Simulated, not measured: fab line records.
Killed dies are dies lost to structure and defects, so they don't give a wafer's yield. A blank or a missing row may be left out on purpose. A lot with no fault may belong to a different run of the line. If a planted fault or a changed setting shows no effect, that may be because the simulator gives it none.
Chamber matching + flow n5-finfet + N5_BEOL_M8_ETCH_72 on rie-diel-02 has 4 sister chambers
The step etches underlayer in N2/H2, target depth 6.5 nm, time 5.2 s. 8 wafers are shown with their chamber, then 7 later ones without.

== EACH WAFER AND ITS CHAMBER ==
| wafer  | chamber | showerhead-plenum-p-Torr (Torr) | etch-rf-on-time-s (s) |
|--------|---------|---------------------------------|-----------------------|
| L078.6 | 3       | 2.50                            | 4.99                  |
| L081.3 | 0       | 2.61                            | 5.31                  |
| L080.4 | 2       | 2.63                            | 5.33                  |
| L088.4 | 2       | 2.63                            | 5.34                  |
| L088.5 | 1       | 2.39                            | 5.39                  |
| L088.6 | 3       | 2.49                            | 4.96                  |
| L092.1 | 1       | 2.39                            | 5.44                  |
| L092.2 | 0       | 2.60                            | 5.24                  |

== WAFERS WITH NO CHAMBER GIVEN ==
| wafer  | showerhead-plenum-p-Torr (Torr) | etch-rf-on-time-s (s) |
|--------|---------------------------------|-----------------------|
| L092.3 | 2.48                            | 5.03                  |
| L093.2 | 2.62                            | 5.38                  |
| L093.4 | 2.60                            | 5.22                  |
| L093.5 | 2.62                            | 5.38                  |
| L096.2 | 2.62                            | 5.29                  |
| L096.4 | 2.71                            | 5.30                  |
| L096.5 | 2.62                            | 5.31                  |

== THE CHAMBER EACH PASSED THROUGH ==
| wafer  | from the rows above     | in truth                   |
|--------|-------------------------|----------------------------|
| L092.3 | 3                       | 3                          |
| L093.2 | can't be placed: 2 or 0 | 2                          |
| L093.4 | 0                       | 0                          |
| L093.5 | can't be placed: 2 or 0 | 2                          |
| L096.2 | can't be placed: 2 or 0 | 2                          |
| L096.4 | 2                       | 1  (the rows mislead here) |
| L096.5 | can't be placed: 2 or 0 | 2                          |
Correctly placed: 2 of 7. Not placeable from these rows: 4 (in 4, the candidates include the true chamber). Placed wrongly: 1.
How it was worked out, from the rows above alone: a wafer's distance from a chamber is the root of the sum, over the readings, of the square of ((its reading less the chamber's mean) divided by the reading's scatter). If the next closest chamber is less than 2 further off than the closest, the wafer can't be placed; otherwise it belongs to the closest. For every chamber, the mean is computed from those of its wafers that are shown. The scatter is the square root of a quotient: the sum, over the shown wafers, of each reading's squared deviation from its chamber's mean, divided by wafers minus chambers.
